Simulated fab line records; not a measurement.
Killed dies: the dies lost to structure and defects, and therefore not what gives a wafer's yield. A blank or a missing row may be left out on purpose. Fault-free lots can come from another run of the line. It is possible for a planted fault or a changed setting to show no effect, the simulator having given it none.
Chamber matching -- flow n5Finfet -- 4 sister chambers for N5_HKMG_FIN_ALD_79 on aldMetal-01
The step deposits TiN, target thk 1.5 nm, pulse time 1 s, purge time 3 s. 8 wafers are shown with their chamber, then 7 later ones without.

## EACH WAFER AND ITS CHAMBER
wafer,chamber,heaterPowerW (W),chamberPressureTorr (Torr)
L078.1,2,723,2.997
L078.2,1,808,2.994
L089.1,2,714,3.013
L090.1,0,1070,3.006
L090.4,3,912,2.990
L090.5,1,827,2.996
L091.1,3,928,2.995
L091.4,0,1100,3.000

## WAFERS WITHOUT THEIR CHAMBER
wafer,heaterPowerW (W),chamberPressureTorr (Torr)
L091.5,715,3.015
L092.2,895,3.005
L092.3,827,3.002
L092.6,832,3.007
L094.2,1065,2.993
L094.3,817,3.002
L094.4,705,3.001

## EACH ONE'S CHAMBER
wafer,from the rows above,in truth
L091.5,2,2
L092.2,3,3
L092.3,1,1
L092.6,1,1
L094.2,0,0
L094.3,1,1
L094.4,2,2
Placed correctly: 7 of 7. Can't be placed from these rows: 0. Number placed wrongly: 0.
How it was worked out, from the rows above alone: a wafer's distance from a chamber is the root of the sum, over the readings, of the square of ((its reading less the chamber's mean) divided by the reading's scatter). The wafer belongs to the nearest chamber; if the next one is less than 2 further off, it can't be placed. Each chamber's mean is taken over the wafers shown for it. The scatter: the root of (the sum of the squares of (reading less its chamber's mean) over the shown wafers, divided by (wafers less chambers)).
